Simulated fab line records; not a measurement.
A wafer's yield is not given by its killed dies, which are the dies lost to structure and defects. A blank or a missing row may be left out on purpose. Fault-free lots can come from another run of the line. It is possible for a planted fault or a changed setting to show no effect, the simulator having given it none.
2 desks looking at one fault / flow nand-harc / each desk holds nothing but its own numbers, with what lay behind them at the end

== FROM THE METROLOGY DESK ==
What the gauges read, lot by lot, whatever tool the lot ran on: means of the sampled wafers that have a number. The brackets show how far a lot's mean lies from the usual mean; more than 4 standard deviations puts the lot out of limits, marked OUT.
Columns: A = cd-nm at NHARC_A_BLC_CD_MEAS_19, usual 100.6 nm; B = cd-nm at NHARC_A_M0_CD_MEAS_09, usual 80.4 nm
lot=L701; first seen here=day 17 15:48; A=103.7; B=81.3
lot=L703; first seen here=day 17 17:05; A=103.3; B=81.1
lot=L705; first seen here=day 18 02:40; A=102.3; B=80.8
lot=L706; first seen here=day 18 19:29; A=98.0; B=80.5
lot=L704; first seen here=day 18 22:49; A=96.0; B=80.2
lot=L708; first seen here=day 19 07:39; A=101.7; B=81.3
lot=L715; first seen here=day 20 23:15; A=98.6; B=80.3
lot=L718; first seen here=day 21 11:31; A=97.7; B=80.1
lot=L720; first seen here=day 21 17:51; A=101.4; B=80.3
lot=L719; first seen here=day 21 18:38; A=102.5; B=80.3
lot=L723; first seen here=day 22 19:14; A=100.4; B=80.2
lot=L722; first seen here=day 23 03:23; A=102.4; B=80.9
This desk found nothing out of limits on any of the 12 lots.

== AT THE TOOL OWNER'S DESK: litho-track-06 ==
Per lot that ran on this tool, the mean of the sampled wafers carrying a number, from the tool's own readings at NHARC_A_M0_SOFTBAKE_04 (time 55 s). The brackets show how far a lot's mean lies from the usual mean; more than 4 standard deviations puts the lot out of limits, marked OUT.
Columns: A = heater-power-total-W at NHARC_A_M0_SOFTBAKE_04, usual 188.46 W; B = plate-temp-C at NHARC_A_M0_SOFTBAKE_04, usual 105.00 C
lot=L701; first seen here=day 18 00:00; A=188.49; B=105.02
lot=L705; first seen here=day 18 05:00; A=188.74; B=104.96
lot=L706; first seen here=day 18 22:00; A=188.44; B=105.02
lot=L704; first seen here=day 19 04:00; A=172.31 (-99 or more) OUT; B=105.03
lot=L708; first seen here=day 19 12:00; A=172.37 (-99 or more) OUT; B=105.02
lot=L720; first seen here=day 22 00:00; A=188.52; B=104.82
lot=L723; first seen here=day 23 02:00; A=188.35; B=105.10
lot=L722; first seen here=day 23 13:00; A=188.50; B=105.02
This desk's verdict: out of limits on L704, L708, starting with L704 at day 19 04:00 (heater-power-total-W at NHARC_A_M0_SOFTBAKE_04). L701, L705, L706, L720, L723, L722: within limits.

== PUT TOGETHER ==
At day 19 04:00, on L704, L708, the tool owner's desk was in a position to raise an alarm.
Nothing out of limits was seen by the metrology desk.
The metrology desk holds a record of L704, L708, inside its limits.
All the named lots went through NHARC_A_M0_SOFTBAKE_04 on litho-track-06.

== WHAT HAD BEEN PUT IN BY THE SIMULATOR ==
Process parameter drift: litho-track-06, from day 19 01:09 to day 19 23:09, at NHARC_A_M0_SOFTBAKE_04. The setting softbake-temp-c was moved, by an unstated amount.
Shown lots that were struck: L704, L708.
Each desk's first reading out of limits, in hours after the fault started: the tool owner's desk, 3.
